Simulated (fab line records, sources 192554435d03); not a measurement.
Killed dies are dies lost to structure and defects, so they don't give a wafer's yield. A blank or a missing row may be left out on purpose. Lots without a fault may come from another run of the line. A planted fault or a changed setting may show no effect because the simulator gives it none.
A struck lot beside a sound one | flow n5_finfet | 39 steps out of a route of 1938
Sound: wafers L490.1, L490.2, L490.5. Struck: wafers L494.3, L494.4, L494.6. The cause comes at the end.
At each step with rows: each side's tool, then ch and its chambers, then its first start. Under that, the readings that differ: sound wafers | struck wafers | difference of the means | sigmas: that difference in standard deviations of wafers without a fault.
alike: readings whose means differ by less than 2 such deviations, and words and numbers that are the same on both sides. not compared: withheld readings, readings that some wafer has no value for, bounds like >300 that may hide the same value, and numbers for which the record gives no deviation and whose values overlap.
The two part at a step that has a row with sigmas, a row that says differs or no value, or rows on one side only. Numbers that don't overlap but have no deviation are shown without sigmas and don't part them. A reading that every wafer of one side lacks parts them only if that side has two wafers or more.

first, 9 steps without rows for these wafers: N5_PMOS_HMC_CHANNEL_EPI_EPI_20 (deposits SiGe30, target thk 59 nm); N5_PMOS_HMC_CHANNEL_EPI_HM_STRIP_35 (strips SiO2 in dHF, material SiO2, target depth 39.6 nm, time 216 s); N5_PMOS_HMC_CHANNEL_EPI_SRD_39 (time 30 s); N5_PMOS_HMC_CHANNEL_EPI_CMP_21 (polishes SiGe30, target thk 54 nm); N5_PMOS_HMC_CHANNEL_EPI_PRECLEAN_40 (cleans in DHF, time 30 s); N5_PMOS_HMC_CHANNEL_EPI_PRECLEAN_37 (cleans in O3/DIW, time 45 s); N5_PMOS_HMC_CHANNEL_EPI_PRECLEAN_24 (cleans in DHF, time 30 s); N5_PMOS_HMC_CHANNEL_EPI_SRD_25 (time 30 s); N5_PMOS_HMC_CHANNEL_EPI_EPI_26 (deposits Si from SiH4/H2, target thk 3.8 nm, time 22.7 s).
N5_FIN_SAQP_PRECLEAN_42: cleans in O3/DIW, time 60 s.
  sound on wet_bench-06 ch 1,4,7, day 2 03:22; struck on wet_bench-06 ch 1,3,4, day 3 02:57
then, 18 steps without rows for these wafers: N5_FIN_SAQP_PRECLEAN_00 (cleans in SC1, time 60 s); N5_FIN_SAQP_PRECLEAN_44 (cleans in SC2, time 45 s); N5_FIN_SAQP_SRD_01 (time 30 s); N5_FIN_SAQP_ALD_61 (deposits SiO2, target thk 4 nm, pulse time 1 s, purge time 2 s); N5_FIN_SAQP_DENSIFY_62 (time 60 s); N5_FIN_SAQP_HM_DEP_03 (deposits SiNx from SiH4/NH3/N2, target thk 38 nm, time 33.6 s); N5_FIN_SAQP_PECVD_47 (deposits a-Si from SiH4/He, target thk 45 nm, time 36.3 s); N5_FIN_SAQP_PECVD_48 (deposits SiNx from SiH4/NH3/N2, target thk 25 nm, time 22.1 s); N5_FIN_SAQP_PECVD_06 (deposits a-Si from SiH4/He, target thk 60 nm, time 48.1 s); N5_FIN_SAQP_HM_DEP_72 (deposits SiO2 from SiH4/N2O, target thk 12 nm, time 7.2 s); N5_FIN_SAQP_COAT_49 (time 60 s, resist thk 100 nm); N5_FIN_SAQP_COAT_50 (time 60 s, resist thk 35 nm); N5_FIN_SAQP_COAT_10 (resist thk 90 nm); N5_FIN_SAQP_EBR_12; N5_FIN_SAQP_SOFTBAKE_11 (time 60 s); N5_FIN_SAQP_EXPOSE_13 (exposes mask FIN CORE, target cd 35.6 nm); N5_FIN_SAQP_PEB_14 (peb time 60 s); N5_FIN_SAQP_DEVELOP_15 (develop time 30 s).
N5_FIN_SAQP_INSPECT_18: inspects for defects (brightfield).
  sound on defect_inspect-02, day 2 04:49; struck on defect_inspect-02, day 3 04:22
  reading          | sound       | struck         | difference | sigmas
  raw_defect_count | 376 279 478 | 1185 1099 1153 | +768       | +6
then, 6 steps without rows for these wafers: N5_FIN_SAQP_DESCUM_21 (chemistry O2, time 7.9 s); N5_FIN_SAQP_ETCH_51 (etches SiARC in CF4, target depth 45.5 nm, time 75.8 s); N5_FIN_SAQP_ETCH_52 (etches SOC in N2/H2, target depth 100 nm, overetch 20 nm, time 150 s); N5_FIN_SAQP_STRIP_53 (strips in N2/H2); N5_FIN_SAQP_HM_OPEN_73 (chemistry CHF3/O2, target SiO2, stops on a-Si, target depth 12 nm, time 16.8 s); N5_FIN_SAQP_STRIP_74 (strips in CHF3/O2).
N5_FIN_SAQP_INSPECT_40: inspects for defects (brightfield).
  sound on defect_inspect-02, day 2 09:42; struck on defect_inspect-02, day 3 09:40
  reading          | sound       | struck      | difference | sigmas
  raw_defect_count | 260 334 315 | 850 838 833 | +537       | +9
N5_FIN_CUT_INSPECT_10: inspects for defects (brightfield).
  sound on defect_inspect-02, day 2 10:13; struck on defect_inspect-02, day 3 10:04
  reading          | sound    | struck      | difference | sigmas
  raw_defect_count | 46 54 62 | 670 645 656 | +603       | +50
-- the record jumps here: 6 days lie between the struck wafers' starts before and after (it left off in module FIN_CUT and takes up again in module BEOL_M4, whose first step shown is number 1111 of the route) --
N5_BEOL_M4_RC_MEAS_101:
  sound on prober-01 ch 0, day 8 14:40; struck on prober-02 ch 0, day 9 14:00
  reading       | sound          | struck         | difference | sigmas
  ION_N (uA/um) | 678 662 674    | 628 657 645    | -28        | -2
  ION_P (uA/um) | 461 457 466    | 434 442 438    | -23        | -3
  VT_P (mV)     | -251 -248 -247 | -260 -257 -259 | -10        | -3
  alike: DIBL_N, DIBL_P, IOFF_N, IOFF_P, SS_N, SS_P, VT_N
-- the record jumps here: 5 days lie between the struck wafers' starts before and after (it left off in module BEOL_M4 and takes up again in module PASSIVATION, whose first step shown is number 1936 of the route) --
N5_PASSIVATION_PROBE_49:
  the record has rows for the struck wafers here (prober-01, day 14 06:23) and none for the sound ones

WHERE THEY PART
First at N5_FIN_SAQP_INSPECT_18; last, within this record, at N5_PASSIVATION_PROBE_49.

WHY: what the simulator had put in
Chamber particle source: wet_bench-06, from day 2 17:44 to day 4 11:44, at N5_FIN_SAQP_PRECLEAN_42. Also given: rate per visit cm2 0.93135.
